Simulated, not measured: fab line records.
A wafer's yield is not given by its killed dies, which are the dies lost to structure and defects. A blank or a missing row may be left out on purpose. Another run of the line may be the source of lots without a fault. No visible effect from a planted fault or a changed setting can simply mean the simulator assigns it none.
Lot-split experiment | flow n5-finfet | 7 lots, 21 wafers read, on a route of 1938 steps

== THE SPLIT ==
At N5_BEOL_M14_SPUTTER_43 (material TaN, target thk 15 nm, time 24.19 s), the setting power-w was moved away from the recipe's 15000 W on 7 of the 21 wafers read, by -17.0% to +17.7%. For the rest of the wafers, this setting stayed at what the recipe calls for.

== FROM THE SPLIT TO THE READING: what the file shows between them, 4 steps ==
- N5_BEOL_M14_SPUTTER_44: material Ta, target thk 15 nm, time 24.19 s
- N5_BEOL_M14_SPUTTER_45: material Cu, target thk 100 nm, time 16.67 s
- N5_BEOL_M14_ECD_47: material Cu, target thk 1248 nm
- N5_BEOL_M14_ANNEAL_48: time 90 s

== THE READING ==
barrier-field-endpoint-s, in s, at N5_BEOL_M14_CMP_49 (polishes, stops on SiO2, t overpolish 5.2 s, target thk 560 nm). Fault-free wafers of this fab line usually give 11.49 s, standard deviation 0.21 s.

wafer  | tool, chamber at the split | power-w as run, W | against the recipe | barrier-field-endpoint-s, s | against lot-mates on the recipe
L075.1 | pvd-sputter-03, -          | 13220             | -11.9%             | 10.79                       | -0.78
L075.3 | pvd-sputter-03, -          | 15000             | recipe             | 11.57                       | -
L075.4 | pvd-sputter-03, -          | 13220             | -11.9%             | 10.57                       | -1.00
L076.2 | pvd-sputter-03, -          | 17660             | +17.7%             | 12.36                       | +0.90
L076.1 | pvd-sputter-03, -          | 15000             | recipe             | 11.29                       | -
L076.6 | pvd-sputter-03, -          | 15000             | recipe             | 11.63                       | -
L083.1 | pvd-sputter-01, -          | 15000             | recipe             | 11.45                       | -
L083.4 | pvd-sputter-01, -          | 15000             | recipe             | 11.78                       | -
L083.3 | pvd-sputter-01, -          | 15000             | recipe             | 11.80                       | -
L081.1 | pvd-sputter-01, -          | 12520             | -16.5%             | 10.66                       | -0.50
L081.3 | pvd-sputter-01, -          | 15000             | recipe             | 11.16                       | -
L081.6 | pvd-sputter-01, -          | 12520             | -16.5%             | 10.41                       | -0.75
L086.1 | pvd-sputter-03, -          | 15000             | recipe             | 11.82                       | -
L086.3 | pvd-sputter-03, -          | 15000             | recipe             | 11.76                       | -
L086.5 | pvd-sputter-03, -          | 15000             | recipe             | 11.51                       | -
L095.2 | pvd-sputter-03, -          | 15000             | recipe             | 11.51                       | -
L095.6 | pvd-sputter-03, -          | 12450             | -17.0%             | 10.47                       | -1.03
L095.5 | pvd-sputter-03, -          | 15000             | recipe             | 11.49                       | -
L096.2 | pvd-sputter-03, -          | 13720             | -8.5%              | 10.99                       | -0.69
L096.3 | pvd-sputter-03, -          | 15000             | recipe             | 11.64                       | -
L096.6 | pvd-sputter-03, -          | 15000             | recipe             | 11.71                       | -

FIT RESULTS
A straight line over all 21 wafers: barrier-field-endpoint-s changes by +0.0604 s for each +1% of power-w; r = +0.94; the points scatter about the line by 0.19 s.
The same after taking each lot's own level away (the mean of its wafers on the recipe; 21 wafers): +0.053 s for each +1%; r = +0.93; scatter 0.17 s.
On that fit, the largest move of power-w shifts the reading by 0.94 s.
Across the lots, their own levels run from 11.160 to 11.697 s, a range of 2.6 times the standard deviation given above.
In other words, the slope is changed by the lot-to-lot level; the two fits disagree.
Check: for one of the wafers moved furthest among these (+17.7%), held out of the fit, the line's prediction against its lot-mates is +0.934 s. Against them it came out at +0.9 s.

== ADDITIONAL SPLITS CARRIED BY THESE WAFERS ==
Note: prior to the reading, these wafers also went through further splits. Each is held against what the fit with the lots' levels taken away leaves over:
other split on the same wafers    | wafers away from the commonest value | r with barrier-field-endpoint-s (lot level and that fit taken away)
N5_BEOL_M14_TRENCH_ETCH_34 bias-w | 8                                    | -0.26

== THE WHOLE CHAIN: every reading that the file lists as answering this split, in the file's order ==
step                   | what it does                                                   | reading                                                                            | change (the file's fit)               | r (the file's)
N5_BEOL_M14_SPUTTER_43 | material TaN, target thk 15 nm, time 24.19 s                   | TaN_of_BEOL_M14_SPUTTER_43.thk-nm (the simulator's own value, which no gauge read) | +0.157 nm for each +1% of the setting | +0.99
N5_BEOL_M14_CMP_49     | polishes, stops on SiO2, t overpolish 5.2 s, target thk 560 nm | barrier-field-endpoint-s                                                           | +0.055 s for each +1% of the setting  | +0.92

== FILE'S OWN FIT ==
barrier-field-endpoint-s changes by +0.055 s for each +1% of power-w, r = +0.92.
